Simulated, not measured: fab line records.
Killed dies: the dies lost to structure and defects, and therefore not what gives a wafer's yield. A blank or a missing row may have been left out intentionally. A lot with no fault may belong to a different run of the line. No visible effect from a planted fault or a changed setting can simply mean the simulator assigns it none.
The tool behind it: which one? | flow n5 finfet | 12 lots, 32 wafers sampled, at 5 steps of a route of 1938

== WHAT THE GAUGES SHOWED, per wafer ==
No reading from a measuring or inspecting step in the record can be judged against a usual standard deviation.

== WHICH TOOL RAN EACH LOT (tool, then ch and the chambers of the sampled wafers, then the start) ==
lot  | N5_PMOS_HMC_CHANNEL_EPI_DESCUM_14 | N5_PMOS_HMC_CHANNEL_EPI_ETCH_32   | N5_FIN_SAQP_ALD_61               | N5_FIN_SAQP_HM_DEP_72          | N5_PASSIVATION_PROBE_49
L560 | rie diel-03 ch 0,1,2, day 2 17:49 | rie diel-03 ch 0,1,2, day 2 17:50 | ald sin-03 ch 0,1,2, day 2 20:44 | pecvd-01 ch 0,1, day 2 21:30   | -
L561 | rie diel-02 ch 0,1,2, day 3 00:46 | rie diel-02 ch 0,1,2, day 3 00:48 | ald sin-02 ch 0,1,3, day 3 03:49 | pecvd-02 ch 0,2, day 3 04:34   | -
L562 | rie diel-03 ch 0,3, day 3 05:51   | rie diel-03 ch 0,3, day 3 05:53   | ald sin-04 ch 0,2, day 3 08:44   | pecvd-02 ch 0,1,2, day 3 09:29 | -
L563 | rie diel-02 ch 1,2, day 3 12:31   | rie diel-02 ch 1,2, day 3 12:33   | ald sin-03 ch 0,1, day 3 15:28   | pecvd-03 ch 1,2, day 3 16:09   | -
L565 | rie diel-02 ch 0,1,3, day 3 23:41 | rie diel-02 ch 0,1,3, day 3 23:43 | ald sin-03 ch 0,1, day 4 02:34   | pecvd-01 ch 0,1,2, day 4 03:20 | -
L566 | rie diel-03 ch 0,1,3, day 4 05:38 | rie diel-03 ch 0,1,3, day 4 05:40 | ald sin-03 ch 1,2,3, day 4 08:36 | pecvd-01 ch 0,1, day 4 09:23   | -
L567 | rie diel-03 ch 0,1,2, day 4 11:25 | rie diel-03 ch 0,1,2, day 4 11:28 | ald sin-03 ch 0,1,2, day 4 16:19 | pecvd-03 ch 0,2, day 4 17:08   | prober-01, day 16 04:47
L568 | rie diel-02 ch 0,2, day 4 18:59   | rie diel-02 ch 0,2, day 4 19:01   | ald sin-03 ch 2, day 4 21:51     | pecvd-03 ch 0,1, day 4 22:50   | -
L569 | rie diel-02 ch 0,2, day 5 00:01   | rie diel-02 ch 0,2, day 5 00:02   | ald sin-03 ch 0,2, day 5 03:42   | pecvd-02 ch 1,2, day 5 04:32   | -
L577 | rie diel-04 ch 1,2, day 7 02:05   | rie diel-04 ch 1,2, day 7 02:07   | ald sin-04 ch 0,1, day 7 05:08   | pecvd-02 ch 0,1,2, day 7 05:53 | -
L578 | rie diel-03 ch 0,2, day 7 06:42   | rie diel-03 ch 0,2, day 7 06:44   | ald sin-02 ch 2,3, day 7 09:46   | pecvd-02 ch 1,2, day 7 10:32   | -
L579 | rie diel-03 ch 0,2,3, day 7 12:11 | rie diel-03 ch 0,2,3, day 7 12:13 | ald sin-04 ch 0,1,3, day 7 15:03 | pecvd-03 ch 0,2, day 7 15:52   | -
- N5_PMOS_HMC_CHANNEL_EPI_DESCUM_14: chemistry O2, time 7.9 s.
- N5_PMOS_HMC_CHANNEL_EPI_ETCH_32: etches BARC in N2/H2, stops on SiO2, target depth 85.8 nm, time 50.3 s.
- N5_FIN_SAQP_ALD_61: deposits SiO2, target thk 4 nm, pulse time 1 s, purge time 2 s.
- N5_FIN_SAQP_HM_DEP_72: deposits SiO2 from SiH4/N2O, target thk 12 nm, time 7.2 s.
- N5_PASSIVATION_PROBE_49

== AS READ BY THE TOOLS THEMSELVES (means over the sampled wafers that have a number; for cases with no such wafer, the mark the record gives instead) ==
N5_PMOS_HMC_CHANNEL_EPI_DESCUM_14.
lot  | tool        | bias power w (W) | chamber pressure mTorr (mTorr) | drypump motor current A (A) | oes product au (a.u.) | rf vpp V (V) | showerhead plenum p Torr (Torr) | throttle valve pct (%)
L560 | rie diel-03 | 19.96            | 19.988                         | 5.6                         | 0.81                  | 243.3        | 2.14                            | 20.62
L561 | rie diel-02 | 20.03            | 19.997                         | 5.3                         | 0.74                  | 242.0        | 2.02                            | 20.34
L562 | rie diel-03 | 20.04            | 20.004                         | 5.7                         | 0.78                  | 244.3        | 2.15                            | 20.75
L563 | rie diel-02 | 19.96            | 19.998                         | 5.5                         | 0.70                  | 243.3        | 2.06                            | 20.25
L565 | rie diel-02 | 20.02            | 19.998                         | 5.2                         | 0.75                  | 242.6        | 2.04                            | 20.44
L566 | rie diel-03 | 20.01            | 20.017                         | 5.8                         | 0.77                  | 244.1        | 2.16                            | 20.67
L567 | rie diel-03 | 20.03            | 20.012                         | 5.6                         | 0.79                  | 242.8        | 2.13                            | 20.64
L568 | rie diel-02 | 19.99            | 19.987                         | 5.4                         | 0.76                  | 241.8        | 2.00                            | 20.34
L569 | rie diel-02 | 19.91            | 19.986                         | 5.3                         | 0.76                  | 241.8        | 2.00                            | 20.34
L577 | rie diel-04 | 19.99            | 20.009                         | 6.0                         | 0.77                  | 243.8        | 2.12                            | 20.37
L578 | rie diel-03 | 20.05            | 20.038                         | 5.6                         | 0.79                  | 243.7        | 2.12                            | 20.68
L579 | rie diel-03 | 20.02            | 19.988                         | 5.8                         | 0.80                  | 243.7        | 2.14                            | 20.58

N5_PMOS_HMC_CHANNEL_EPI_ETCH_32.
lot  | tool        | chamber pressure mTorr (mTorr) | drypump motor current A (A) | h2 flow sccm (sccm) | oes product au (a.u.) | rf vpp V (V) | showerhead plenum p Torr (Torr) | throttle valve pct (%)
L560 | rie diel-03 | 30.006                         | 5.6                         | 199.9               | 0.68                  | 525.4        | 2.60                            | 18.07
L561 | rie diel-02 | 30.022                         | 5.3                         | 199.8               | 0.63                  | 522.5        | 2.47                            | 17.91
L562 | rie diel-03 | 30.014                         | 5.7                         | 199.6               | 0.67                  | 525.3        | 2.59                            | 18.08
L563 | rie diel-02 | 29.999                         | 5.5                         | 200.3               | 0.60                  | 523.0        | 2.52                            | 17.89
L565 | rie diel-02 | 29.996                         | 5.2                         | 199.7               | 0.64                  | 521.7        | 2.47                            | 17.91
L566 | rie diel-03 | 30.028                         | 5.8                         | 199.8               | 0.66                  | 525.7        | 2.62                            | 18.09
L567 | rie diel-03 | 29.997                         | 5.6                         | 200.6               | 0.67                  | 524.9        | 2.59                            | 18.09
L568 | rie diel-02 | 30.003                         | 5.4                         | 199.8               | 0.64                  | 520.8        | 2.45                            | 17.93
L569 | rie diel-02 | 29.988                         | 5.4                         | 200.3               | 0.65                  | 521.0        | 2.45                            | 17.92
L577 | rie diel-04 | 30.009                         | 6.0                         | 200.3               | 0.65                  | 525.4        | 2.59                            | 17.87
L578 | rie diel-03 | 29.989                         | 5.6                         | 200.6               | 0.69                  | 524.2        | 2.56                            | 18.07
L579 | rie diel-03 | 29.980                         | 5.8                         | 200.0               | 0.69                  | 525.6        | 2.60                            | 17.97

N5_FIN_SAQP_ALD_61.
lot  | tool       | heater power w (W) | precursor pulse height rel
L560 | ald sin-03 | 475                | 0.989
L561 | ald sin-02 | 478                | 1.004
L562 | ald sin-04 | 461                | 1.007
L563 | ald sin-03 | 471                | 0.992
L565 | ald sin-03 | 473                | 0.987
L566 | ald sin-03 | 461                | 1.013
L567 | ald sin-03 | 466                | 1.000
L568 | ald sin-03 | 498                | 0.999
L569 | ald sin-03 | 472                | 1.003
L577 | ald sin-04 | 435                | 1.007
L578 | ald sin-02 | 458                | 1.010
L579 | ald sin-04 | 449                | 0.997

N5_FIN_SAQP_HM_DEP_72.
lot  | tool     | heater power w (W) | showerhead plenum p Torr (Torr)
L560 | pecvd-01 | 779                | 7.93
L561 | pecvd-02 | 743                | 8.10
L562 | pecvd-02 | 740                | 8.13
L563 | pecvd-03 | 882                | 8.23
L565 | pecvd-01 | 783                | 7.96
L566 | pecvd-01 | 756                | 7.99
L567 | pecvd-03 | 768                | 8.20
L568 | pecvd-03 | 750                | 8.30
L569 | pecvd-02 | 658                | 8.19
L577 | pecvd-02 | 751                | 8.15
L578 | pecvd-02 | 738                | 8.19
L579 | pecvd-03 | 785                | 8.20

N5_PASSIVATION_PROBE_49.
lot  | tool      | killed_at_M0_to_M3 | killed_at_M4_up | killed at contacts | killed at front end | killed at other | killed dies | killed open | killed short
L567 | prober-01 | 40                 | 14              | 7                  | 51                  | 11.0            | 123         | 73          | 40

== THE ANSWER, worked out from the rows above alone ==
Rule: usual is defined by the lots themselves. The widest of any qualifying gaps counts: lots, ordered by their means at a reading, are off when they make up no more than a third of the lots, leave a main group of 4 or more, and stand apart from it by 3 or more times the standard deviation of that group's means. A main group whose means are all the same, to the digits that the tables above print for the reading, isn't used. A lot without any number at a reading at which 4 lots or more have one is off too. Where the step has rows for the other lots, those lots are counted as sound. Order of review: gauges by route order, followed by the tools' own readings, for which a lot's mean as printed above is used. At the first step where some lot is off, the reading lying furthest off is the one used; lots without a number count as furthest.
Nothing can be told from this: no lot is off at any reading shown.

== WHAT WAS PUT IN BY THE SIMULATOR ==
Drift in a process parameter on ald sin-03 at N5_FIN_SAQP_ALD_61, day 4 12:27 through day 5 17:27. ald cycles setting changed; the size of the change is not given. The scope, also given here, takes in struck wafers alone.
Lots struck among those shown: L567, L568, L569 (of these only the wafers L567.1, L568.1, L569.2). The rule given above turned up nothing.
